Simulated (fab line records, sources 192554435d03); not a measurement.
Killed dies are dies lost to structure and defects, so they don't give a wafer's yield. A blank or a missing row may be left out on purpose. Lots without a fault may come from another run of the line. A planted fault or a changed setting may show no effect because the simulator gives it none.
Split-lot experiment | flow n5_finfet | 7 lots, 21 wafers read, on a route of 1938 steps

THE SPLIT
At N5_BEOL_M10_COAT_05 (resist thk 90 nm), the setting spin_rpm was moved away from the recipe's 1500 rpm on 7 of the 21 wafers read, by -7.7% to +6.5%. The other wafers ran this setting at the recipe's value.

FROM THE SPLIT TO THE READING: what the file shows between them, 4 steps
- N5_BEOL_M10_EBR_07
- N5_BEOL_M10_SOFTBAKE_06: time 60 s
- N5_BEOL_M10_EXPOSE_08: exposes mask M10
- N5_BEOL_M10_PEB_09: peb time 60 s

THE READING
CAR-ArF_of_BEOL_M10_COAT_05.thk_nm (the simulator's own value, which no gauge read), in nm, at N5_BEOL_M10_DEVELOP_10 (develop time 30 s). The file gives no usual value for it. The 14 wafers here that ran the recipe average 88.4 nm, standard deviation 0.22 nm.

wafer  | tool, chamber at the split | spin_rpm as run, rpm | against the recipe | CAR-ArF_of_BEOL_M10_COAT_05.thk_nm, nm | against lot-mates on the recipe
L074.2 | litho_track-04, 0          | 1500                 | recipe             | 88.2                                   | -
L074.3 | litho_track-04, 0          | 1500                 | recipe             | 88.2                                   | -
L074.6 | litho_track-04, 0          | 1500                 | recipe             | 88.4                                   | -
L075.2 | litho_track-04, 0          | 1500                 | recipe             | 88.6                                   | -
L075.6 | litho_track-04, 0          | 1500                 | recipe             | 88.6                                   | -
L075.3 | litho_track-04, 0          | 1500                 | recipe             | 88.8                                   | -
L084.1 | litho_track-02, 0          | 1500                 | recipe             | 88.4                                   | -
L084.5 | litho_track-02, 0          | 1384                 | -7.7%              | 91.6                                   | +3.3
L084.6 | litho_track-02, 0          | 1500                 | recipe             | 88.2                                   | -
L087.3 | litho_track-03, 0          | 1402                 | -6.5%              | 91.6                                   | +3.2
L087.4 | litho_track-03, 0          | 1500                 | recipe             | 88.2                                   | -
L087.6 | litho_track-03, 0          | 1500                 | recipe             | 88.6                                   | -
L085.2 | litho_track-02, 0          | 1500                 | recipe             | 88                                     | -
L085.4 | litho_track-02, 0          | 1403                 | -6.5%              | 91                                     | +3.0
L085.6 | litho_track-02, 0          | 1403                 | -6.5%              | 91                                     | +3.0
L090.2 | litho_track-02, 0          | 1500                 | recipe             | 88.6                                   | -
L090.3 | litho_track-02, 0          | 1597                 | +6.5%              | 85.8                                   | -2.8
L090.5 | litho_track-02, 0          | 1597                 | +6.5%              | 86                                     | -2.6
L088.1 | litho_track-03, 0          | 1448                 | -3.5%              | 90.2                                   | +1.9
L088.3 | litho_track-03, 0          | 1500                 | recipe             | 88.2                                   | -
L088.4 | litho_track-03, 0          | 1500                 | recipe             | 88.4                                   | -

THE FIT
A straight line over all 21 wafers: CAR-ArF_of_BEOL_M10_COAT_05.thk_nm changes by -0.416 nm for each +1% of spin_rpm; r = -0.99; the points scatter about the line by 0.24 nm.
The same after taking each lot's own level away (the mean of its wafers on the recipe; 21 wafers): -0.447 nm for each +1%; r = -1.00; scatter 0.16 nm.
On that fit, the largest move of spin_rpm shifts the reading by 3.5 nm.
The lots' own levels span 88.00 to 88.67 nm, that is 3.0 times the standard deviation above.
So the lot-to-lot level changes the slope little: the two slopes agree.
Check: with one of the wafers moved furthest among these (-7.7%) left out of the fit, the line predicts +3.56 nm for it against its lot-mates. It came out at +3.3 nm against them.

OTHER SPLITS ON THESE WAFERS
These wafers also went through other splits before the reading. Each is held against what the fit with the lots' levels taken away leaves over:
other split on the same wafers | wafers away from the commonest value | r with CAR-ArF_of_BEOL_M10_COAT_05.thk_nm (lot level and that fit taken away)
N5_BEOL_M8_EXPOSE_25 dose_mj   | 9                                    | -0.24

THE WHOLE CHAIN: every reading that the file lists as answering this split, in the file's order
step                   | what it does      | reading                                                                             | change (the file's fit)               | r (the file's)
N5_BEOL_M10_COAT_05    | resist thk 90 nm  | CAR-ArF_of_BEOL_M10_COAT_05.thk_nm (the simulator's own value, which no gauge read) | -0.462 nm for each +1% of the setting | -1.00
N5_BEOL_M10_DEVELOP_10 | develop time 30 s | CAR-ArF_of_BEOL_M10_COAT_05.thk_nm (the simulator's own value, which no gauge read) | -0.454 nm for each +1% of the setting | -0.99

THE FILE'S OWN FIT
CAR-ArF_of_BEOL_M10_COAT_05.thk_nm changes by -0.454 nm for each +1% of spin_rpm, r = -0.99.
